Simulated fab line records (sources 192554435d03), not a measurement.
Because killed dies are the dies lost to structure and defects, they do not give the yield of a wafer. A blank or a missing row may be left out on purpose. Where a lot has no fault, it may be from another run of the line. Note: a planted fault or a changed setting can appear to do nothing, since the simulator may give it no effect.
fab line records || flow n5_finfet || part 2 of 2: steps 26 to 36 of 36
record: {"lots": 5, "wafers": 15, "last_day": 17}
route steps=1938 shown BEOL_M5@1167 BEOL_M6@1194
lots that met no fault: taken from a fault-free run of the same line
start_h: hours from the record's first day to the start of the lot's first wafer shown || wait_h: hours elapsed since this lot's preceding step || " as in the row above || L1.1+2: a single row standing in for several wafers || - value missing, or start not given || * or withheld: withheld || < > ~ a bound
route shown NAME@n: names a module that has steps shown in the file, with the first one's number in the route || usual: mean/standard deviation of fault-free wafers || same: alike in all rows || chamber/n: place in a boat || sites: per-site readings || _std_site: how widely they spread, as a standard deviation || _edge_site: outer sites' mean less inner sites' || radius_mm: for every site, how far away it sits from the centre of the wafer || mask NAME#n: copy n || behind: the tool/chamber that last shaped the wafer || hold: reason for holding the lot/hours on hold/outcome of the hold || device: whichever transistor did not switch (one of n, p or np) || end of line: at the end of the route, the tests of the same wafers || where a step has no rows: the recipe by itself || killed: the dies lost at the first sort to structure and to defects; this is not the yield of the wafer || map: per-die view of a wafer (x killed, . not killed, _ where there is no die)
set.NAME: the run value of the setting; set.NAME@STEP: its run value at that earlier step || model.NAME: the simulator's own value behind a step, which no gauge read
lots at some steps of the route; a table a step, a row a wafer
services: when a tool's chamber went out of use (start_h, in hours from the record's first day, below 0 if earlier), for how many hours, and the reason
== steps ==
step: N5_BEOL_M5_RS_MEAS_57
recipe: {"thk_meas_gauge": "four-point-probe", "reads": "Co_of_BEOL_M5_CO_CAP_78+Cu_of_BEOL_M5_ECD_50+Co_of_BEOL_M5_CVD_47+TaN_of_BEOL_M5_ALD_86"}
usual: {"M5_RS": "0.389/0.019"}
{"lot.wafer": "L075.1", "tool": "film_metro-01", "chamber": "-", "start_h": 204.48, "wait_h": 0.0, "M5_RS[ohm/sq]": 0.409}
{"lot.wafer": "L075.3", "tool": "film_metro-01", "chamber": "-", "start_h": 204.48, "wait_h": 0.0, "M5_RS[ohm/sq]": 0.395}
{"lot.wafer": "L075.4", "tool": "film_metro-01", "chamber": "-", "start_h": 204.48, "wait_h": 0.0, "M5_RS[ohm/sq]": 0.409}
{"lot.wafer": "L081.2", "tool": "film_metro-01", "chamber": "-", "start_h": 238.82, "wait_h": 0.1, "M5_RS[ohm/sq]": 0.416}
{"lot.wafer": "L081.3", "tool": "film_metro-01", "chamber": "-", "start_h": 238.82, "wait_h": 0.1, "M5_RS[ohm/sq]": 0.371}
{"lot.wafer": "L081.6", "tool": "film_metro-01", "chamber": "-", "start_h": 238.82, "wait_h": 0.1, "M5_RS[ohm/sq]": 0.382}
{"lot.wafer": "L085.1", "tool": "film_metro-01", "chamber": "-", "start_h": 258.13, "wait_h": 0.0, "M5_RS[ohm/sq]": 0.391}
{"lot.wafer": "L085.2", "tool": "film_metro-01", "chamber": "-", "start_h": 258.13, "wait_h": 0.0, "M5_RS[ohm/sq]": 0.394}
{"lot.wafer": "L085.6", "tool": "film_metro-01", "chamber": "-", "start_h": 258.13, "wait_h": 0.0, "M5_RS[ohm/sq]": 0.385}
{"lot.wafer": "L089.1", "tool": "film_metro-02", "chamber": "-", "start_h": 278.74, "wait_h": 0.0, "M5_RS[ohm/sq]": 0.413}
{"lot.wafer": "L089.3", "tool": "film_metro-02", "chamber": "-", "start_h": 278.74, "wait_h": 0.0, "M5_RS[ohm/sq]": 0.404}
{"lot.wafer": "L089.5", "tool": "film_metro-02", "chamber": "-", "start_h": 278.74, "wait_h": 0.0, "M5_RS[ohm/sq]": 0.423}
{"lot.wafer": "L093.1", "tool": "film_metro-02", "chamber": "-", "start_h": 304.88, "wait_h": 0.0, "M5_RS[ohm/sq]": 0.365}
{"lot.wafer": "L093.4", "tool": "film_metro-02", "chamber": "-", "start_h": 304.88, "wait_h": 0.0, "M5_RS[ohm/sq]": 0.383}
{"lot.wafer": "L093.6", "tool": "film_metro-02", "chamber": "-", "start_h": 304.88, "wait_h": 0.0, "M5_RS[ohm/sq]": 0.367}
step: N5_BEOL_M5_INSPECT_58
recipe: {"inspect_instrument": "darkfield", "mode": "post_dep"}
usual: {"raw_defect_count": "79/27"}
{"lot.wafer": "L075.1", "tool": "defect_inspect-02", "chamber": "-", "start_h": 204.51, "wait_h": 0.0, "raw_defect_count": 87}
{"lot.wafer": "L075.3", "tool": "defect_inspect-02", "chamber": "-", "start_h": 204.51, "wait_h": 0.0, "raw_defect_count": 94}
{"lot.wafer": "L075.4", "tool": "defect_inspect-02", "chamber": "-", "start_h": 204.51, "wait_h": 0.0, "raw_defect_count": 74}
{"lot.wafer": "L081.2", "tool": "defect_inspect-01", "chamber": "-", "start_h": 238.84, "wait_h": 0.0, "raw_defect_count": 65}
{"lot.wafer": "L081.3", "tool": "defect_inspect-01", "chamber": "-", "start_h": 238.84, "wait_h": 0.0, "raw_defect_count": 91}
{"lot.wafer": "L081.6", "tool": "defect_inspect-01", "chamber": "-", "start_h": 238.84, "wait_h": 0.0, "raw_defect_count": 80}
{"lot.wafer": "L085.1", "tool": "defect_inspect-01", "chamber": "-", "start_h": 258.15, "wait_h": 0.0, "raw_defect_count": 137}
{"lot.wafer": "L085.2", "tool": "defect_inspect-01", "chamber": "-", "start_h": 258.15, "wait_h": 0.0, "raw_defect_count": 142}
{"lot.wafer": "L085.6", "tool": "defect_inspect-01", "chamber": "-", "start_h": 258.15, "wait_h": 0.0, "raw_defect_count": 101}
{"lot.wafer": "L089.1", "tool": "defect_inspect-01", "chamber": "-", "start_h": 278.77, "wait_h": 0.0, "raw_defect_count": 69}
{"lot.wafer": "L089.3", "tool": "defect_inspect-01", "chamber": "-", "start_h": 278.77, "wait_h": 0.0, "raw_defect_count": 86}
{"lot.wafer": "L089.5", "tool": "defect_inspect-01", "chamber": "-", "start_h": 278.77, "wait_h": 0.0, "raw_defect_count": 52}
{"lot.wafer": "L093.1", "tool": "defect_inspect-01", "chamber": "-", "start_h": 304.91, "wait_h": 0.0, "raw_defect_count": 61}
{"lot.wafer": "L093.4", "tool": "defect_inspect-01", "chamber": "-", "start_h": 304.91, "wait_h": 0.0, "raw_defect_count": 63}
{"lot.wafer": "L093.6", "tool": "defect_inspect-01", "chamber": "-", "start_h": 304.91, "wait_h": 0.0, "raw_defect_count": 110}
step: N5_BEOL_M6_ILD_DEP_00
recipe: {"material": "SiCOH_lowk", "target_thk_a": 1797.5, "temp_c": 300, "precursor": "DEMS/porogen", "pressure_torr": 5, "rf_w": 500, "time_s": 33.4}
usual: {"heater_power_w": "297/45", "showerhead_plenum_p_Torr": "5.731/0.02", "throttle_valve_pct": "14.0/0.78"}
{"lot.wafer": "L075.1", "tool": "pecvd-01", "chamber": 0, "start_h": 204.54, "wait_h": 0.0, "heater_power_w": 268, "showerhead_plenum_p_Torr": 5.718, "throttle_valve_pct": 13.6}
{"lot.wafer": "L075.3", "tool": "pecvd-01", "chamber": 0, "start_h": 204.54, "wait_h": 0.0, "heater_power_w": 281, "showerhead_plenum_p_Torr": 5.734, "throttle_valve_pct": 13.6}
{"lot.wafer": "L075.4", "tool": "pecvd-01", "chamber": 1, "start_h": 204.54, "wait_h": 0.0, "heater_power_w": 316, "showerhead_plenum_p_Torr": 5.719, "throttle_valve_pct": 13.9}
{"lot.wafer": "L081.2", "tool": "pecvd-01", "chamber": 2, "start_h": 238.88, "wait_h": 0.0, "heater_power_w": 369, "showerhead_plenum_p_Torr": 5.705, "throttle_valve_pct": 13.0}
{"lot.wafer": "L081.3", "tool": "pecvd-01", "chamber": 2, "start_h": 238.88, "wait_h": 0.0, "heater_power_w": 370, "showerhead_plenum_p_Torr": 5.740, "throttle_valve_pct": 13.0}
{"lot.wafer": "L081.6", "tool": "pecvd-01", "chamber": 0, "start_h": 238.88, "wait_h": 0.0, "heater_power_w": 261, "showerhead_plenum_p_Torr": 5.740, "throttle_valve_pct": 13.5}
{"lot.wafer": "L085.1", "tool": "pecvd-04", "chamber": 2, "start_h": 258.19, "wait_h": 0.0, "heater_power_w": 220, "showerhead_plenum_p_Torr": 5.728, "throttle_valve_pct": 13.5}
{"lot.wafer": "L085.2", "tool": "pecvd-04", "chamber": 1, "start_h": 258.19, "wait_h": 0.0, "heater_power_w": 284, "showerhead_plenum_p_Torr": 5.751, "throttle_valve_pct": 13.8}
{"lot.wafer": "L085.6", "tool": "pecvd-04", "chamber": 2, "start_h": 258.19, "wait_h": 0.0, "heater_power_w": 225, "showerhead_plenum_p_Torr": 5.724, "throttle_valve_pct": 13.6}
{"lot.wafer": "L089.1", "tool": "pecvd-02", "chamber": 1, "start_h": 278.81, "wait_h": 0.0, "heater_power_w": 274, "showerhead_plenum_p_Torr": 5.751, "throttle_valve_pct": 13.7}
{"lot.wafer": "L089.3", "tool": "pecvd-02", "chamber": 0, "start_h": 278.81, "wait_h": 0.0, "heater_power_w": 313, "showerhead_plenum_p_Torr": 5.759, "throttle_valve_pct": 14.8}
{"lot.wafer": "L089.5", "tool": "pecvd-02", "chamber": 2, "start_h": 278.81, "wait_h": 0.0, "heater_power_w": 312, "showerhead_plenum_p_Torr": 5.716, "throttle_valve_pct": 13.3}
{"lot.wafer": "L093.1", "tool": "pecvd-04", "chamber": 2, "start_h": 304.95, "wait_h": 0.0, "heater_power_w": 279, "showerhead_plenum_p_Torr": 5.716, "throttle_valve_pct": 13.3}
{"lot.wafer": "L093.4", "tool": "pecvd-04", "chamber": 1, "start_h": 304.95, "wait_h": 0.0, "heater_power_w": 354, "showerhead_plenum_p_Torr": 5.761, "throttle_valve_pct": 13.5}
{"lot.wafer": "L093.6", "tool": "pecvd-04", "chamber": 0, "start_h": 304.95, "wait_h": 0.0, "heater_power_w": 276, "showerhead_plenum_p_Torr": 5.729, "throttle_valve_pct": 15.7}
step: N5_BEOL_M6_CURE_74
recipe: {"temp_c": 385, "time_s": 240, "ambient": "He/Ar", "material": "SiCOH_lowk"}
usual: {"lamp_power_pct": "52.31/0.056", "wafer_temp_C_max": "387.3/0.68"}
{"lot.wafer": "L075.1", "tool": "uv_cure-02", "chamber": 0, "start_h": 204.63, "wait_h": 0.1, "lamp_power_pct": 52.27, "wafer_temp_C_max": 386.9}
{"lot.wafer": "L075.3", "tool": "uv_cure-02", "chamber": 0, "start_h": 204.63, "wait_h": 0.1, "lamp_power_pct": 52.22, "wafer_temp_C_max": 387.3}
{"lot.wafer": "L075.4", "tool": "uv_cure-02", "chamber": 0, "start_h": 204.63, "wait_h": 0.1, "lamp_power_pct": 52.37, "wafer_temp_C_max": 387.2}
{"lot.wafer": "L081.2", "tool": "uv_cure-02", "chamber": 2, "start_h": 239.05, "wait_h": 0.1, "lamp_power_pct": 52.37, "wafer_temp_C_max": 387.3}
{"lot.wafer": "L081.3", "tool": "uv_cure-02", "chamber": 2, "start_h": 239.05, "wait_h": 0.1, "lamp_power_pct": 52.36, "wafer_temp_C_max": 388.1}
{"lot.wafer": "L081.6", "tool": "uv_cure-02", "chamber": 2, "start_h": 239.05, "wait_h": 0.1, "lamp_power_pct": 52.26, "wafer_temp_C_max": 387.7}
{"lot.wafer": "L085.1", "tool": "uv_cure-01", "chamber": 1, "start_h": 258.46, "wait_h": 0.2, "lamp_power_pct": 52.25, "wafer_temp_C_max": 387.6}
{"lot.wafer": "L085.2", "tool": "uv_cure-01", "chamber": 1, "start_h": 258.46, "wait_h": 0.2, "lamp_power_pct": 52.34, "wafer_temp_C_max": 387.7}
{"lot.wafer": "L085.6", "tool": "uv_cure-01", "chamber": 1, "start_h": 258.46, "wait_h": 0.2, "lamp_power_pct": 52.21, "wafer_temp_C_max": 388.2}
{"lot.wafer": "L089.1", "tool": "uv_cure-03", "chamber": 1, "start_h": 278.87, "wait_h": 0.0, "lamp_power_pct": 52.35, "wafer_temp_C_max": 387.9}
{"lot.wafer": "L089.3", "tool": "uv_cure-03", "chamber": 1, "start_h": 278.87, "wait_h": 0.0, "lamp_power_pct": 52.27, "wafer_temp_C_max": 387.3}
{"lot.wafer": "L089.5", "tool": "uv_cure-03", "chamber": 1, "start_h": 278.87, "wait_h": 0.0, "lamp_power_pct": 52.38, "wafer_temp_C_max": 386.6}
{"lot.wafer": "L093.1", "tool": "uv_cure-03", "chamber": 1, "start_h": 305.01, "wait_h": 0.0, "lamp_power_pct": 52.26, "wafer_temp_C_max": 386.7}
{"lot.wafer": "L093.4", "tool": "uv_cure-03", "chamber": 1, "start_h": 305.01, "wait_h": 0.0, "lamp_power_pct": 52.33, "wafer_temp_C_max": 387.5}
{"lot.wafer": "L093.6", "tool": "uv_cure-03", "chamber": 1, "start_h": 305.01, "wait_h": 0.0, "lamp_power_pct": 52.27, "wafer_temp_C_max": 386.8}
step: N5_BEOL_M6_THK_MEAS_01
recipe: {"reads": "SiCOH_lowk_of_BEOL_M6_ILD_DEP_00"}
usual: {"M6_ILD_THK": "154.8/2.3"}
{"lot.wafer": "L075.1", "tool": "film_metro-01", "chamber": "-", "start_h": 205.14, "wait_h": 0.4, "M6_ILD_THK[nm]": 152.7}
{"lot.wafer": "L075.3", "tool": "film_metro-01", "chamber": "-", "start_h": 205.14, "wait_h": 0.4, "M6_ILD_THK[nm]": 155.2}
{"lot.wafer": "L075.4", "tool": "film_metro-01", "chamber": "-", "start_h": 205.14, "wait_h": 0.4, "M6_ILD_THK[nm]": 156.1}
{"lot.wafer": "L081.2", "tool": "film_metro-02", "chamber": "-", "start_h": 239.48, "wait_h": 0.4, "M6_ILD_THK[nm]": 156.5}
{"lot.wafer": "L081.3", "tool": "film_metro-02", "chamber": "-", "start_h": 239.48, "wait_h": 0.4, "M6_ILD_THK[nm]": 155.4}
{"lot.wafer": "L081.6", "tool": "film_metro-02", "chamber": "-", "start_h": 239.48, "wait_h": 0.4, "M6_ILD_THK[nm]": 155.9}
{"lot.wafer": "L085.1", "tool": "film_metro-02", "chamber": "-", "start_h": 258.97, "wait_h": 0.4, "M6_ILD_THK[nm]": 153.5}
{"lot.wafer": "L085.2", "tool": "film_metro-02", "chamber": "-", "start_h": 258.97, "wait_h": 0.4, "M6_ILD_THK[nm]": 149.1}
{"lot.wafer": "L085.6", "tool": "film_metro-02", "chamber": "-", "start_h": 258.97, "wait_h": 0.4, "M6_ILD_THK[nm]": 155.5}
{"lot.wafer": "L089.1", "tool": "film_metro-02", "chamber": "-", "start_h": 279.38, "wait_h": 0.4, "M6_ILD_THK[nm]": 156.3}
{"lot.wafer": "L089.3", "tool": "film_metro-02", "chamber": "-", "start_h": 279.38, "wait_h": 0.4, "M6_ILD_THK[nm]": 153.2}
{"lot.wafer": "L089.5", "tool": "film_metro-02", "chamber": "-", "start_h": 279.38, "wait_h": 0.4, "M6_ILD_THK[nm]": 158.0}
{"lot.wafer": "L093.1", "tool": "film_metro-02", "chamber": "-", "start_h": 305.52, "wait_h": 0.4, "M6_ILD_THK[nm]": 152.4}
{"lot.wafer": "L093.4", "tool": "film_metro-02", "chamber": "-", "start_h": 305.52, "wait_h": 0.4, "M6_ILD_THK[nm]": 152.9}
{"lot.wafer": "L093.6", "tool": "film_metro-02", "chamber": "-", "start_h": 305.52, "wait_h": 0.4, "M6_ILD_THK[nm]": 155.3}
step: N5_BEOL_M6_PECVD_70
recipe: {"material": "SiO2", "target_thk_a": 200, "temp_c": 400, "precursor": "TEOS/O2", "pressure_torr": 5.5, "rf_w": 450, "teos_flow_sccm": 53.8, "gas": "O2", "flow_sccm": 3000, "time_s": 22.7}
usual: {"heater_power_w": "711/75", "showerhead_plenum_p_Torr": "8.73/0.069", "throttle_valve_pct": "22.3/1.1"}
{"lot.wafer": "L075.1", "tool": "pecvd-02", "chamber": 2, "start_h": 205.19, "wait_h": 0.0, "heater_power_w": 687, "showerhead_plenum_p_Torr": 8.61, "throttle_valve_pct": 21.4}
{"lot.wafer": "L075.3", "tool": "pecvd-02", "chamber": 0, "start_h": 205.19, "wait_h": 0.0, "heater_power_w": 690, "showerhead_plenum_p_Torr": 8.79, "throttle_valve_pct": 24.1}
{"lot.wafer": "L075.4", "tool": "pecvd-02", "chamber": 1, "start_h": 205.19, "wait_h": 0.0, "heater_power_w": 639, "showerhead_plenum_p_Torr": 8.77, "throttle_valve_pct": 22.1}
{"lot.wafer": "L081.2", "tool": "pecvd-02", "chamber": 2, "start_h": 239.52, "wait_h": 0.0, "heater_power_w": 713, "showerhead_plenum_p_Torr": 8.61, "throttle_valve_pct": 21.4}
{"lot.wafer": "L081.3", "tool": "pecvd-02", "chamber": 2, "start_h": 239.52, "wait_h": 0.0, "heater_power_w": 702, "showerhead_plenum_p_Torr": 8.63, "throttle_valve_pct": 21.4}
{"lot.wafer": "L081.6", "tool": "pecvd-02", "chamber": 0, "start_h": 239.52, "wait_h": 0.0, "heater_power_w": 719, "showerhead_plenum_p_Torr": 8.78, "throttle_valve_pct": 24.0}
{"lot.wafer": "L085.1", "tool": "pecvd-01", "chamber": 2, "start_h": 259.01, "wait_h": 0.0, "heater_power_w": 938, "showerhead_plenum_p_Torr": 8.72, "throttle_valve_pct": 21.2}
{"lot.wafer": "L085.2", "tool": "pecvd-01", "chamber": 1, "start_h": 259.01, "wait_h": 0.0, "heater_power_w": 639, "showerhead_plenum_p_Torr": 8.68, "throttle_valve_pct": 22.8}
{"lot.wafer": "L085.6", "tool": "pecvd-01", "chamber": 1, "start_h": 259.01, "wait_h": 0.0, "heater_power_w": 615, "showerhead_plenum_p_Torr": 8.71, "throttle_valve_pct": 22.8}
{"lot.wafer": "L089.1", "tool": "pecvd-01", "chamber": 2, "start_h": 279.42, "wait_h": 0.0, "heater_power_w": 788, "showerhead_plenum_p_Torr": 8.72, "throttle_valve_pct": 20.7}
{"lot.wafer": "L089.3", "tool": "pecvd-01", "chamber": 1, "start_h": 279.42, "wait_h": 0.0, "heater_power_w": 699, "showerhead_plenum_p_Torr": 8.69, "throttle_valve_pct": 22.8}
{"lot.wafer": "L089.5", "tool": "pecvd-01", "chamber": 0, "start_h": 279.42, "wait_h": 0.0, "heater_power_w": 648, "showerhead_plenum_p_Torr": 8.76, "throttle_valve_pct": 22.0}
{"lot.wafer": "L093.1", "tool": "pecvd-02", "chamber": 1, "start_h": 305.56, "wait_h": 0.0, "heater_power_w": 664, "showerhead_plenum_p_Torr": 8.78, "throttle_valve_pct": 22.2}
{"lot.wafer": "L093.4", "tool": "pecvd-02", "chamber": 1, "start_h": 305.56, "wait_h": 0.0, "heater_power_w": 660, "showerhead_plenum_p_Torr": 8.79, "throttle_valve_pct": 22.1}
{"lot.wafer": "L093.6", "tool": "pecvd-02", "chamber": 2, "start_h": 305.56, "wait_h": 0.0, "heater_power_w": 717, "showerhead_plenum_p_Torr": 8.61, "throttle_valve_pct": 21.2}
step: N5_BEOL_M6_HM_DEP_02
recipe: {"material": "TiN", "target_thk_a": 200, "temp_c": 25, "chamber_pressure_pa": 0.49996}
usual: {"throttle_valve_pct": "30.4/0.91"}
{"lot.wafer": "L075.1", "tool": "pvd_sputter-03", "chamber": "-", "start_h": 208.02, "wait_h": 2.8, "throttle_valve_pct": 30.8}
{"lot.wafer": "L075.3", "tool": "pvd_sputter-03", "chamber": "-", "start_h": 208.02, "wait_h": 2.8, "throttle_valve_pct": 29.6}
{"lot.wafer": "L075.4", "tool": "pvd_sputter-03", "chamber": "-", "start_h": 208.02, "wait_h": 2.8, "throttle_valve_pct": 30.6}
{"lot.wafer": "L081.2", "tool": "pvd_sputter-03", "chamber": "-", "start_h": 239.88, "wait_h": 0.3, "throttle_valve_pct": 30.6}
{"lot.wafer": "L081.3", "tool": "pvd_sputter-03", "chamber": "-", "start_h": 239.88, "wait_h": 0.3, "throttle_valve_pct": 30.2}
{"lot.wafer": "L081.6", "tool": "pvd_sputter-03", "chamber": "-", "start_h": 239.88, "wait_h": 0.3, "throttle_valve_pct": 30.6}
{"lot.wafer": "L085.1", "tool": "pvd_sputter-01", "chamber": "-", "start_h": 259.13, "wait_h": 0.1, "throttle_valve_pct": 30.4}
{"lot.wafer": "L085.2", "tool": "pvd_sputter-01", "chamber": "-", "start_h": 259.13, "wait_h": 0.1, "throttle_valve_pct": 30.5}
{"lot.wafer": "L085.6", "tool": "pvd_sputter-01", "chamber": "-", "start_h": 259.13, "wait_h": 0.1, "throttle_valve_pct": 30.4}
{"lot.wafer": "L089.1", "tool": "pvd_sputter-02", "chamber": "-", "start_h": 280.52, "wait_h": 1.1, "throttle_valve_pct": 32.4}
{"lot.wafer": "L089.3", "tool": "pvd_sputter-02", "chamber": "-", "start_h": 280.52, "wait_h": 1.1, "throttle_valve_pct": 29.2}
{"lot.wafer": "L089.5", "tool": "pvd_sputter-02", "chamber": "-", "start_h": 280.52, "wait_h": 1.1, "throttle_valve_pct": 30.9}
{"lot.wafer": "L093.1", "tool": "pvd_sputter-02", "chamber": "-", "start_h": 307.88, "wait_h": 2.3, "throttle_valve_pct": 29.5}
{"lot.wafer": "L093.4", "tool": "pvd_sputter-02", "chamber": "-", "start_h": 307.88, "wait_h": 2.3, "throttle_valve_pct": 31.1}
{"lot.wafer": "L093.6", "tool": "pvd_sputter-02", "chamber": "-", "start_h": 307.88, "wait_h": 2.3, "throttle_valve_pct": 32.5}
step: N5_BEOL_M6_COAT_59
recipe: {"resist": "SOC", "temp_c": 250, "time_s": 60, "spin_rpm": 1500, "resist_thk_nm": 100}
{"lot.wafer": "L075.1+3+4", "tool": "litho_track-03", "chamber": 0, "start_h": 208.14, "wait_h": 0.1}
{"lot.wafer": "L081.2+3+6", "tool": "litho_track-03", "chamber": 0, "start_h": 240.01, "wait_h": 0.1}
{"lot.wafer": "L085.1+2+6", "tool": "litho_track-02", "chamber": 0, "start_h": 259.26, "wait_h": 0.1}
{"lot.wafer": "L089.1+3+5", "tool": "litho_track-03", "chamber": 0, "start_h": 280.65, "wait_h": 0.1}
{"lot.wafer": "L093.1+4+6", "tool": "litho_track-03", "chamber": 0, "start_h": 308.01, "wait_h": 0.1}
step: N5_BEOL_M6_COAT_60
recipe: {"resist": "SiARC", "temp_c": 220, "time_s": 60, "spin_rpm": 1500, "resist_thk_nm": 35}
{"lot.wafer": "L075.1+3+4", "tool": "litho_track-03", "chamber": 0, "start_h": "-", "wait_h": "-"}
{"lot.wafer": "L081.2+3+6", "tool": "litho_track-03", "chamber": 0, "start_h": "-", "wait_h": "-"}
{"lot.wafer": "L085.1+2+6", "tool": "litho_track-02", "chamber": 0, "start_h": "-", "wait_h": "-"}
{"lot.wafer": "L089.1+3+5", "tool": "litho_track-03", "chamber": 0, "start_h": "-", "wait_h": "-"}
{"lot.wafer": "L093.1+4+6", "tool": "litho_track-03", "chamber": 0, "start_h": "-", "wait_h": "-"}
step: N5_BEOL_M6_COAT_05
recipe: {"resist": "CAR-ArF", "spin_rpm": 1500, "resist_thk_nm": 90}
{"lot.wafer": "L075.1+3+4", "tool": "litho_track-03", "chamber": 0, "start_h": "-", "wait_h": "-"}
{"lot.wafer": "L081.2+3+6", "tool": "litho_track-03", "chamber": 0, "start_h": "-", "wait_h": "-"}
{"lot.wafer": "L085.1+2+6", "tool": "litho_track-02", "chamber": 0, "start_h": "-", "wait_h": "-"}
{"lot.wafer": "L089.1+3+5", "tool": "litho_track-03", "chamber": 0, "start_h": "-", "wait_h": "-"}
{"lot.wafer": "L093.1+4+6", "tool": "litho_track-03", "chamber": 0, "start_h": "-", "wait_h": "-"}
step: N5_BEOL_M6_EBR_07
recipe: {"solvent": "PGMEA", "ebr_width_mm": 1.5}
{"lot.wafer": "L075.1+3+4", "tool": "litho_track-03", "chamber": 0, "start_h": "-", "wait_h": "-"}
{"lot.wafer": "L081.2+3+6", "tool": "litho_track-03", "chamber": 0, "start_h": "-", "wait_h": "-"}
{"lot.wafer": "L085.1+2+6", "tool": "litho_track-02", "chamber": 0, "start_h": "-", "wait_h": "-"}
{"lot.wafer": "L089.1+3+5", "tool": "litho_track-03", "chamber": 0, "start_h": "-", "wait_h": "-"}
{"lot.wafer": "L093.1+4+6", "tool": "litho_track-03", "chamber": 0, "start_h": "-", "wait_h": "-"}
== services ==
{"tool": "cmp-01", "chamber": "-", "start_h": 181.28, "hours": 0.8, "kind": "repair"}
{"tool": "uv_cure-03", "chamber": "-", "start_h": 182.21, "hours": 2.1, "kind": "pm"}
{"tool": "cvd_co-02", "chamber": "-", "start_h": 189.79, "hours": 0.3, "kind": "repair"}
{"tool": "ecd_cu-01", "chamber": "-", "start_h": 193.88, "hours": 1.2, "kind": "repair"}
{"tool": "cmp-01", "chamber": "-", "start_h": 199.65, "hours": 4.0, "kind": "pm"}
{"tool": "pecvd-04", "chamber": "-", "start_h": 205.06, "hours": 9.1, "kind": "repair"}
{"tool": "ald_metal-04", "chamber": "-", "start_h": 209.16, "hours": 4.3, "kind": "pm"}
{"tool": "cvd_co-02", "chamber": "-", "start_h": 214.59, "hours": 2.8, "kind": "pm"}
{"tool": "uv_cure-01", "chamber": "-", "start_h": 219.95, "hours": 0.9, "kind": "repair"}
{"tool": "pecvd-02", "chamber": 1, "start_h": 221.97, "hours": 20.4, "kind": "repair"}
{"tool": "ecd_cu-01", "chamber": "-", "start_h": 222.03, "hours": 2.4, "kind": "repair"}
{"tool": "uv_cure-01", "chamber": "-", "start_h": 244.78, "hours": 7.5, "kind": "pm"}
{"tool": "cmp-01", "chamber": "-", "start_h": 248.64, "hours": 0.6, "kind": "repair"}
{"tool": "cmp-03", "chamber": "-", "start_h": 250.05, "hours": 1.6, "kind": "repair"}
{"tool": "cmp-01", "chamber": "-", "start_h": 251.86, "hours": 0.9, "kind": "repair"}
{"tool": "pecvd-03", "chamber": 0, "start_h": 262.05, "hours": 7.4, "kind": "repair"}
{"tool": "cvd_co-01", "chamber": "-", "start_h": 265.04, "hours": 2.8, "kind": "pm"}
{"tool": "pecvd-03", "chamber": 2, "start_h": 266.43, "hours": 2.0, "kind": "repair"}
{"tool": "ald_metal-04", "chamber": "-", "start_h": 267.01, "hours": 2.3, "kind": "repair"}
{"tool": "cmp-01", "chamber": "-", "start_h": 270.30, "hours": 3.7, "kind": "repair"}
{"tool": "cmp-03", "chamber": "-", "start_h": 293.91, "hours": 4.0, "kind": "pm"}
{"tool": "ecd_cu-02", "chamber": "-", "start_h": 297.71, "hours": 2.7, "kind": "repair"}
{"tool": "uv_cure-02", "chamber": "-", "start_h": 299.33, "hours": 7.5, "kind": "pm"}
{"tool": "pecvd-04", "chamber": "-", "start_h": 303.32, "hours": 1.0, "kind": "repair"}
